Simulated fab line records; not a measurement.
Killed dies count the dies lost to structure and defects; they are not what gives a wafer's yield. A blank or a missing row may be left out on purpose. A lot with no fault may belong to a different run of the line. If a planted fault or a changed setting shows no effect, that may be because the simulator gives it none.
Chamber matching    flow nand-harc    NHARC_A_STAIRCASE_TRIM_220 on rie-diel-06: 4 sister chambers
The step chemistry O2, time 211.2 s. 4 wafers are shown with their chamber, then 10 later ones without.

## EACH WAFER AND ITS CHAMBER
wafer   chamber  showerhead-plenum-p-Torr (Torr)
L083.4  1        3.78
L089.4  3        3.71
L090.2  0        3.48
L090.3  2        3.58

## WAFERS WITHOUT THEIR CHAMBER
wafer   showerhead-plenum-p-Torr (Torr)
L090.6  3.77
L091.1  3.48
L091.3  3.58
L091.4  3.77
L092.1  3.48
L092.5  3.48
L092.6  3.77
L097.1  3.47
L097.4  3.70
L097.5  3.47

## EACH ONE'S CHAMBER
wafer   from the rows above  in truth
L090.6  1                    1
L091.1  0                    0
L091.3  2                    2
L091.4  1                    1
L092.1  0                    0
L092.5  0                    0
L092.6  1                    1
L097.1  0                    0
L097.4  3                    3
L097.5  0                    0
10 of 10 placed correctly. Number that these rows cannot place: 0. Number placed wrongly: 0.
How it was worked out, from the rows above alone: a wafer's distance from a chamber is the root of the sum, over the readings, of the square of ((its reading less the chamber's mean) divided by the reading's scatter). The wafer belongs to the nearest chamber; if the next one is less than 2 further off, it can't be placed. Each chamber's mean is taken over the wafers shown for it. The scatter: root of mean squared gap, hidden wafer to nearest shown wafer, with one shown wafer a chamber.
